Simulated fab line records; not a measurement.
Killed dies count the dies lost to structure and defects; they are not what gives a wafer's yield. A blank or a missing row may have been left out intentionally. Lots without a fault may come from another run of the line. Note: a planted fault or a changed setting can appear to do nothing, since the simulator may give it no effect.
Comparing a struck lot with a sound one | flow n5 finfet | 31 steps out of a route of 1938
Sound: these wafers, L139.2, L139.4, L139.6. Struck: wafers L152.1, L152.2, L152.4. The cause is given at the end.
Each step with rows lists, per side, the tool, then ch with its chambers, then its first start. Under that, the readings that differ: sound wafers | struck wafers | difference of the means | sigmas: that difference in standard deviations of wafers without a fault.
alike: a reading whose means differ by less than 2 such deviations, as well as words and numbers matching on both sides. not compared: withheld readings; readings where some wafer has no value; bounds like >300 that might hide an equal value; numbers whose values overlap and for which the record gives no deviation.
A row with sigmas, a row that says differs or no value, or rows on one side alone: a step with any of these is where the two part. Non-overlapping numbers with no deviation appear without sigmas and do not part them. A reading missing from all wafers of one side parts the sides only when that side holds two or more wafers.

first, 4 steps without rows for these wafers: N5_FIN_SAQP_PRECLEAN_42 (cleans in O3/DIW, time 60 s); N5_FIN_SAQP_PRECLEAN_00 (cleans in SC1, time 60 s); N5_FIN_SAQP_PRECLEAN_44 (cleans in SC2, time 45 s); N5_FIN_SAQP_SRD_01 (time 30 s).
N5_FIN_SAQP_ALD_61: deposits SiO2, target thk 4 nm, pulse time 1 s, purge time 2 s.
  sound on ald sin-01 ch 0,3, day 3 08:16; struck on ald sin-04 ch 0,2,3, day 6 15:57
  alike: heater power w, precursor pulse height rel
N5_FIN_SAQP_DENSIFY_62: time 60 s.
  sound on rtp anneal-01 ch 0, day 3 08:30; struck on rtp anneal-01 ch 0, day 6 16:12
  alike: lamp power pct, wafer_temp_C_max
then, 1 step without rows for these wafers: N5_FIN_SAQP_HM_DEP_03 (deposits SiNx from SiH4/NH3/N2, target thk 38 nm, time 33.6 s).
N5_FIN_SAQP_THK_MEAS_05:
  sound on film metro-01, day 3 08:46; struck on film metro-02, day 6 16:30
  alike: thk nm
N5_FIN_SAQP_PECVD_47: deposits a-Si from SiH4/He, target thk 45 nm, time 36.3 s.
  sound on pecvd-01 ch 1,2, day 3 08:48; struck on pecvd-01 ch 0,1,2, day 6 16:32
  alike: heater power w, showerhead plenum p Torr, throttle valve pct
N5_FIN_SAQP_PECVD_48: deposits SiNx from SiH4/NH3/N2, target thk 25 nm, time 22.1 s.
  sound on pecvd-01 ch 1,2, day 3 08:51; struck on pecvd-01 ch 0,1,2, day 6 16:35
  alike: heater power w, showerhead plenum p Torr, throttle valve pct
then, 1 step without rows for these wafers: N5_FIN_SAQP_PECVD_06 (deposits a-Si from SiH4/He, target thk 60 nm, time 48.1 s).
N5_FIN_SAQP_THK_MEAS_07:
  sound on film metro-01, day 3 08:59; struck on film metro-02, day 6 16:42
  alike: thk nm
N5_FIN_SAQP_HM_DEP_72: deposits SiO2 from SiH4/N2O, target thk 12 nm, time 7.2 s.
  sound on pecvd-04 ch 0,2, day 3 09:01; struck on pecvd-04 ch 0,1, day 6 16:44
  reading                                      | sound             | struck            | difference | sigmas
  model.SiO2_of_FIN_SAQP_HM_DEP_72.thk nm (nm) | 12.34 11.91 12.32 | 10.73 11.11 11.25 | -1.16      |
  alike: heater power w, showerhead plenum p Torr
then, 8 steps without rows for these wafers: N5_FIN_SAQP_COAT_49 (time 60 s, resist thk 100 nm); N5_FIN_SAQP_COAT_50 (time 60 s, resist thk 35 nm); N5_FIN_SAQP_COAT_10 (resist thk 90 nm); N5_FIN_SAQP_EBR_12; N5_FIN_SAQP_SOFTBAKE_11 (time 60 s); N5_FIN_SAQP_EXPOSE_13 (exposes mask FIN CORE, target cd 35.6 nm); N5_FIN_SAQP_PEB_14 (peb time 60 s); N5_FIN_SAQP_DEVELOP_15 (develop time 30 s).
N5_FIN_SAQP_CD_MEAS_16 targets a cd of 35.6 nm.
  sound on cd sem-01 ch 0, day 3 09:28; struck on cd sem-02 ch 0, day 6 17:11
  reading    | sound          | struck         | difference | sigmas
  cd nm (nm) | 35.1 35.2 35.2 | 36.1 36.1 36.1 | +0.9       | +2
N5_FIN_SAQP_OVL_MEAS_17:
  sound on overlay-02 ch 0, day 3 09:30; struck on overlay-01 ch 0, day 6 17:14
  alike: FIN_CORE_OVL
N5_FIN_SAQP_INSPECT_18: inspects for defects (brightfield).
  sound on defect inspect-01, day 3 09:31; struck on defect inspect-02, day 6 17:15
  alike: raw defect count
then, 1 step without rows for these wafers: N5_FIN_SAQP_DESCUM_21 (chemistry O2, time 7.9 s).
N5_FIN_SAQP_ETCH_51: etches SiARC in CF4, target depth 45.5 nm, time 75.8 s.
  sound on rie diel-01 ch 1,3, day 3 09:35; struck on rie diel-01 ch 0,1,2, day 6 17:19
  alike: drypump motor current A, etch rf on time s, oes product au, rf vpp V, showerhead plenum p Torr, throttle valve pct
  not compared: rf hours counter h
then, 2 steps without rows for these wafers: N5_FIN_SAQP_ETCH_52 (etches SOC in N2/H2, target depth 100 nm, overetch 20 nm, time 150 s); N5_FIN_SAQP_STRIP_53 (strips in N2/H2).
N5_FIN_SAQP_HM_OPEN_73: chemistry CHF3/O2, target SiO2, stops on a-Si, target depth 12 nm, time 16.8 s.
  sound on rie diel-01 ch 1,3, day 3 09:45; struck on rie diel-01 ch 0,1,2, day 6 17:29
  reading                  | sound             | struck            | difference | sigmas
  model.etch.depth nm (nm) | 12.34 11.91 12.32 | 10.73 11.11 11.25 | -1.16      |
  alike: drypump motor current A, oes_o_777_au, oes product au, rf vpp V, showerhead plenum p Torr, throttle valve pct
  not compared: rf hours counter h
then, 1 step without rows for these wafers: N5_FIN_SAQP_STRIP_74 (strips in CHF3/O2).
N5_PASSIVATION_PROBE_49:
  the record has rows for the sound wafers here (prober-01, day 13 03:22) and none for the struck ones

== WHERE THEY PART ==
Earliest at N5_FIN_SAQP_CD_MEAS_16; latest, in this record, at N5_PASSIVATION_PROBE_49.

WHY: the cause the simulator had injected
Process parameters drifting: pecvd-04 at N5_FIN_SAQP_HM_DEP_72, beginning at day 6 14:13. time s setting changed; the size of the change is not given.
